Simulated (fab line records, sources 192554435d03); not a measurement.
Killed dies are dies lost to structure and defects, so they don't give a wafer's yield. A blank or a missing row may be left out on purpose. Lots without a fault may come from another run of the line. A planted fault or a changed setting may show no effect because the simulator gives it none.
Split-lot experiment | flow n5_finfet | 7 lots, 21 wafers read, on a route of 1938 steps

THE SPLIT
At N5_SD_EPI_N_EPI_21 (deposits Si:P, time 690 s), the setting time_s was moved away from the recipe's 690 s on 6 of the 21 wafers read, by -19.0% to +12.5%. The other wafers ran this setting at the recipe's value.

FROM THE SPLIT TO THE READING: what the file shows between them, 5 steps
- N5_SD_EPI_N_EPI_MEAS_23
- N5_SD_EPI_N_PRECLEAN_24: cleans in O3/DIW, time 60 s
- N5_SD_EPI_N_SRD_25: time 30 s
- N5_SD_EPI_N_PRECLEAN_49: cleans in NF3:NH3, afs cycles 1, time 20 s, sublimation time 60 s
- N5_SD_EPI_P_EPI_21: deposits SiGe:B, time 355 s

THE READING
Si-P_of_SD_EPI_N_EPI_21.thk_nm (the simulator's own value, which no gauge read), in nm, at N5_SD_EPI_P_HM_STRIP_48 (strips SiNx in H3PO4, material SiNx, target depth 3 nm). The file gives no usual value for it. The 15 wafers here that ran the recipe average 58.7 nm, standard deviation 0.66 nm.

wafer  | tool, chamber at the split | time_s as run, s | against the recipe | Si-P_of_SD_EPI_N_EPI_21.thk_nm, nm | against lot-mates on the recipe
L082.4 | epi_rpcvd-04, 0            | 776              | +12.5%             | 62.8                               | +4.0
L082.5 | epi_rpcvd-04, 0            | 690              | recipe             | 58.6                               | -
L082.6 | epi_rpcvd-04, 0            | 690              | recipe             | 59                                 | -
L088.2 | epi_rpcvd-02, 0            | 690              | recipe             | 59                                 | -
L088.3 | epi_rpcvd-02, 0            | 690              | recipe             | 59                                 | -
L088.5 | epi_rpcvd-02, 0            | 690              | recipe             | 59                                 | -
L090.2 | epi_rpcvd-04, 0            | 690              | recipe             | 59                                 | -
L090.4 | epi_rpcvd-04, 0            | 690              | recipe             | 58                                 | -
L090.6 | epi_rpcvd-04, 0            | 690              | recipe             | 58.8                               | -
L092.3 | epi_rpcvd-03, 0            | 690              | recipe             | 57.8                               | -
L092.4 | epi_rpcvd-03, 0            | 558.7            | -19.0%             | 50.4                               | -7.2
L092.6 | epi_rpcvd-03, 0            | 690              | recipe             | 57.4                               | -
L091.1 | epi_rpcvd-04, 0            | 690              | recipe             | 59.2                               | -
L091.4 | epi_rpcvd-04, 0            | 568.4            | -17.6%             | 52.8                               | -6.6
L091.6 | epi_rpcvd-04, 0            | 690              | recipe             | 59.6                               | -
L095.1 | epi_rpcvd-03, 0            | 690              | recipe             | 59.8                               | -
L095.2 | epi_rpcvd-03, 0            | 576.5            | -16.4%             | 52.4                               | -6.9
L095.5 | epi_rpcvd-03, 0            | 690              | recipe             | 58.8                               | -
L096.1 | epi_rpcvd-02, 0            | 592.8            | -14.1%             | 52.6                               | -5.2
L096.3 | epi_rpcvd-02, 0            | 592.8            | -14.1%             | 52                                 | -5.8
L096.5 | epi_rpcvd-02, 0            | 690              | recipe             | 57.8                               | -

THE FIT
A straight line over all 21 wafers: Si-P_of_SD_EPI_N_EPI_21.thk_nm changes by +0.395 nm for each +1% of time_s; r = +0.97; the points scatter about the line by 0.74 nm.
The same after taking each lot's own level away (the mean of its wafers on the recipe; 21 wafers): +0.379 nm for each +1%; r = +0.99; scatter 0.35 nm.
On that fit, the largest move of time_s shifts the reading by 7.2 nm.
The lots' own levels span 57.60 to 59.40 nm, that is 2.7 times the standard deviation above.
So the lot-to-lot level changes the slope little: the two slopes agree.
Check: with one of the wafers moved furthest among these (-19.0%) left out of the fit, the line predicts -7.31 nm for it against its lot-mates. It came out at -7.2 nm against them.

THE WHOLE CHAIN: every reading that the file lists as answering this split, in the file's order
step                    | what it does                                           | reading                                                                         | change (the file's fit)               | r (the file's)
N5_SD_EPI_N_EPI_21      | deposits Si:P, time 690 s                              | Si-P_of_SD_EPI_N_EPI_21.thk_nm (the simulator's own value, which no gauge read) | +0.395 nm for each +1% of the setting | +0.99
N5_SD_EPI_N_EPI_MEAS_23 |                                                        | thk_nm                                                                          | withheld for each +1% of the setting  | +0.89
N5_SD_EPI_N_PRECLEAN_24 | cleans in O3/DIW, time 60 s                            | Si-P_of_SD_EPI_N_EPI_21.thk_nm (the simulator's own value, which no gauge read) | +0.389 nm for each +1% of the setting | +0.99
N5_SD_EPI_P_HM_STRIP_48 | strips SiNx in H3PO4, material SiNx, target depth 3 nm | Si-P_of_SD_EPI_N_EPI_21.thk_nm (the simulator's own value, which no gauge read) | +0.381 nm for each +1% of the setting | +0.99

THE FILE'S OWN FIT
Si-P_of_SD_EPI_N_EPI_21.thk_nm changes by +0.381 nm for each +1% of time_s, r = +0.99.
